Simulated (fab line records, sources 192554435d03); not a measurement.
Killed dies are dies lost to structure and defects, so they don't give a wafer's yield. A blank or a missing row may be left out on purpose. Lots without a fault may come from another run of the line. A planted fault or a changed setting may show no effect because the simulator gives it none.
Split-lot experiment | flow n5_finfet | 7 lots, 39 wafers read, on a route of 1938 steps

THE SPLIT
At N5_PASSIVATION_ETCH_15 (etches SiCN in CF4/N2, target depth 75 nm, time 81.2 s), the setting target_depth_a was moved away from the recipe's 750 angstrom on 15 of the 39 wafers read, by -54.0% to +35.6%. The other wafers ran this setting at the recipe's value.

The reading is taken at the split's own step.

THE READING
etch.depth_nm (the simulator's own value, which no gauge read), in nm, at N5_PASSIVATION_ETCH_15 (etches SiCN in CF4/N2, target depth 75 nm, time 81.2 s). The file gives no usual value for it. The 24 wafers here that ran the recipe average 64.75 nm, standard deviation 1.3 nm.

wafer  | tool, chamber at the split | target_depth_a as run, angstrom | against the recipe | etch.depth_nm, nm | against lot-mates on the recipe
L080.1 | rie_diel-04, 2             | 750                             | recipe             | 64.26             | -
L080.2 | rie_diel-04, 1             | 750                             | recipe             | 65.46             | -
L080.3 | rie_diel-04, 3             | 750                             | recipe             | 66.57             | -
L080.4 | rie_diel-04, 0             | 750                             | recipe             | 65.42             | -
L080.5 | rie_diel-04, 0             | 750                             | recipe             | 64.87             | -
L080.6 | rie_diel-04, 3             | 750                             | recipe             | 66.89             | -
L083.1 | rie_diel-04, 1             | 624                             | -16.8%             | 55.43             | -9.92
L083.2 | rie_diel-04, 0             | 750                             | recipe             | 65.04             | -
L083.3 | rie_diel-04, 2             | 750                             | recipe             | 64.7              | -
L083.4 | rie_diel-04, 3             | 750                             | recipe             | 66.31             | -
L083.5 | rie_diel-04, 0             | 624                             | -16.8%             | 54.18             | -11.17
L083.6 | rie_diel-04, 1             | 624                             | -16.8%             | 55.36             | -9.99
L090.1 | rie_diel-03, 3             | 1017                            | +35.6%             | 85.77             | +21.63
L090.2 | rie_diel-03, 0             | 1017                            | +35.6%             | 85.59             | +21.45
L090.3 | rie_diel-03, 2,3           | 750                             | recipe             | 63.51             | -
L090.6 | rie_diel-03, 2,3           | 750                             | recipe             | 63.51             | -
L090.4 | rie_diel-03, 1             | 750                             | recipe             | 65.41             | -
L090.5 | rie_diel-03, 0             | 1017                            | +35.6%             | 85.29             | +21.15
L092.1 | rie_diel-03, 1             | 344.8                           | -54.0%             | 29.8              | -34.07
L092.2 | rie_diel-03, 2             | 750                             | recipe             | 63.63             | -
L092.3 | rie_diel-03, 0             | 750                             | recipe             | 62.67             | -
L092.4 | rie_diel-03, 3             | 344.8                           | -54.0%             | 29.11             | -34.76
L092.5 | rie_diel-03, 1             | 750                             | recipe             | 65.3              | -
L092.6 | rie_diel-03, 2             | 344.8                           | -54.0%             | 29.33             | -34.54
L094.1 | rie_diel-03, 0             | 750                             | recipe             | 62.29             | -
L094.2 | rie_diel-03, 2             | 480.7                           | -35.9%             | 40.6              | -23.10
L094.3 | rie_diel-03, 1             | 750                             | recipe             | 64.31             | -
L094.4 | rie_diel-03, 3             | 480.7                           | -35.9%             | 40.25             | -23.45
L094.5 | rie_diel-03, 0             | 480.7                           | -35.9%             | 39.95             | -23.75
L094.6 | rie_diel-03, 1             | 750                             | recipe             | 64.5              | -
L096.1 | rie_diel-03, 1             | 750                             | recipe             | 65.85             | -
L096.2 | rie_diel-03, 3             | 750                             | recipe             | 63.86             | -
L096.3 | rie_diel-03, 0             | 750                             | recipe             | 62.56             | -
L095.1 | rie_diel-04, 2             | 569.8                           | -24.0%             | 48.69             | -17.02
L095.2 | rie_diel-04, 1             | 750                             | recipe             | 66.65             | -
L095.3 | rie_diel-04, 0             | 569.8                           | -24.0%             | 49.27             | -16.44
L095.4 | rie_diel-04, 3             | 750                             | recipe             | 66.24             | -
L095.5 | rie_diel-04, 3             | 569.8                           | -24.0%             | 50.72             | -14.99
L095.6 | rie_diel-04, 2             | 750                             | recipe             | 64.25             | -
Where a row lists several chambers, the file gives one row for several wafers and doesn't say which wafer went through which chamber.

THE FIT
A straight line over all 39 wafers: etch.depth_nm changes by +0.637 nm for each +1% of target_depth_a; r = +1.00; the points scatter about the line by 1.3 nm.
The same after taking each lot's own level away (the mean of its wafers on the recipe; 39 wafers): +0.632 nm for each +1%; r = +1.00; scatter 0.97 nm.
On that fit, the largest move of target_depth_a shifts the reading by 34 nm.
The lots' own levels span 63.700 to 65.713 nm, that is 1.6 times the standard deviation above.
So the lot-to-lot level changes the slope little: the two slopes agree.
Check: with one of the wafers moved furthest among these (-54.0%) left out of the fit, the line predicts -34.4 nm for it against its lot-mates. It came out at -34.1 nm against them.

OTHER SPLITS ON THESE WAFERS
These wafers also went through other splits before the reading. Each is held against what the fit with the lots' levels taken away leaves over:
other split on the same wafers   | wafers away from the commonest value | r with etch.depth_nm (lot level and that fit taken away)
N5_BEOL_M6_TRENCH_ETCH_37 time_s | 15                                   | -0.05
N5_BEOL_M7_DEP_56 target_thk_a   | 9                                    | -0.22

THE FILE'S OWN FIT
etch.depth_nm changes by +0.636 nm for each +1% of target_depth_a, r = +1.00.
